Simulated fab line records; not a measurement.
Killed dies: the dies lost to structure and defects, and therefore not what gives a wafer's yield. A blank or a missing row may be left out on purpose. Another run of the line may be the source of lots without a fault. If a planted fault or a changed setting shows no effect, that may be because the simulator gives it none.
Chamber matching -- flow n5 finfet -- 4 sister chambers for N5_SDB_ETCH_25 on rie diel-06
The step etches SiO2 in C4F6/O2, target depth 10 nm, time 3.3 s. 4 wafers are shown with their chamber, then 8 later ones without.

WAFERS PAIRED WITH THEIR CHAMBERS
wafer,chamber,drypump motor current A (A)
L089.3,3,6.8
L090.3,0,5.5
L090.5,2,5.4
L091.1,1,5.3

WAFERS MISSING THEIR CHAMBER
wafer,drypump motor current A (A)
L091.5,5.4
L091.6,6.8
L094.2,5.5
L094.4,5.3
L094.6,5.5
L097.3,5.5
L097.4,6.9
L097.5,5.4

WHICH CHAMBER EACH ONE RAN IN
wafer,from the rows above,in truth
L091.5,2,2
L091.6,3,3
L094.2,0,0
L094.4,1,1
L094.6,0,0
L097.3,0,0
L097.4,3,3
L097.5,2,2
8 of 8 placed correctly. Number that these rows cannot place: 0. Wrongly placed: 0.
How it was worked out, from the rows above alone: a wafer's distance from a chamber is the root of the sum, over the readings, of the square of ((its reading less the chamber's mean) divided by the reading's scatter). If the next closest chamber is less than 2 further off than the closest, the wafer can't be placed; otherwise it belongs to the closest. A chamber's mean is the mean of its shown wafers. The scatter: root of mean squared gap, hidden wafer to nearest shown wafer, with one shown wafer a chamber.
